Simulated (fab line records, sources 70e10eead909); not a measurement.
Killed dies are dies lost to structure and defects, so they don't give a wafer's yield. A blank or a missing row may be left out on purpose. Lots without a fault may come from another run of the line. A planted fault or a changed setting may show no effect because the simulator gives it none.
Problem report in the 8D (eight disciplines) form, filled by code | flow nand_harc | the parts of the form that need people (team, actions taken, sign-off) are left out

1. THE PROBLEM
raw_defect_count at NHARC_A_CHANNEL_HOLE_D2_INSPECT_40 reads a mean of 1647 on 6 wafers of 2 lots; wafers without a fault read 281 with a standard deviation of 100. That is +14 standard deviations from the usual mean.
First seen on wafer L208.1, day 17 03:34, on defect_inspect-02. The record holds 36 wafers of 12 lots with a number at this step. Rule for "out", or "out of limits": more than 4 standard deviations from the usual mean. The other wafers with a number count as sound.

2. WHAT IT IS AND WHAT IT IS NOT
question                    | is                                   | is not
which readings at this step | raw_defect_count                     | -
which lots                  | L208, L210                           | L200, L202, L203, L205, L217, L218, L219, L221, L222, L223
which wafers of those lots  | all that have a number               | -
read on which gauges        | defect_inspect-01, defect_inspect-02 | -
when                        | from day 17 03:34                    | up to then (12 sound wafers); but 18 sound wafers of L217, L218, L219, L221, L222, L223 came after

3. SUSPECTS, AND WHAT RULES EACH OUT
Counting: a tool at a process step up to the reading stays a suspect if it ran every lot that is out and no sound lot after the first of them.
- the gauge at NHARC_A_CHANNEL_HOLE_D2_INSPECT_40: ruled out. The wafers that are out were read on 2 gauges (defect_inspect-01, defect_inspect-02).
- har_etch-01 at NHARC_A_CHANNEL_HOLE_D2_ETCH_22 (etches the open film in C4F8/O2/Ar, time 666.7 s, target depth 1600 nm): ruled out as a lasting fault. Sound lots L218, L223, L222 ran on it after its first lot that is out, L208 (day 16 22:43).
- har_etch-01 at NHARC_A_CHANNEL_HOLE_D2_ETCH_24 (etches the open film in C4F8/O2/Ar, time 906.2 s, target depth 1500 nm): ruled out as a lasting fault. Sound lots L218, L223, L222 ran on it after its first lot that is out, L208 (day 16 23:59).
Left after counting: nothing in the record.

4. THE CAUSE (what the simulator had put in)
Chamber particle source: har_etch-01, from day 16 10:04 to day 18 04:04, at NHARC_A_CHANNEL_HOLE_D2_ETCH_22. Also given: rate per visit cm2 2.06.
Counting ruled it out, wrongly: the rule takes a fault to strike every lot that its tool runs from its start on, and this one did not.

5. THE CHAIN OF EFFECTS, in route order
Each row: a reading whose mean over the struck wafers that have a number lies more than 3 standard deviations from the usual. Only readings for which the record gives a usual standard deviation are gone through. hours: the time from each lot's start at the first step in this table that gives one to its start at this step, as a median over the lots. sigmas: the change in usual standard deviations.
hours | step                               | reading          | usual | on struck wafers | change | sigmas
0     | NHARC_A_CHANNEL_HOLE_D2_INSPECT_40 | raw_defect_count | 281   | 1647             | +1366  | +14
289   | NHARC_END_SORT_01                  | killed_at_array  | 57    | 112              | +55    | +3.1

6. WHAT WOULD HAVE CAUGHT IT SOONER
In this record the first reading out of limits at a measuring or inspecting step was taken at day 17 03:34, 17 hours after the fault began at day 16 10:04.
Of the tool readings at NHARC_A_CHANNEL_HOLE_D2_ETCH_22 for which the record gives a usual standard deviation, none was out on any struck wafer, so an alarm limit of 4 standard deviations on them would not have fired.
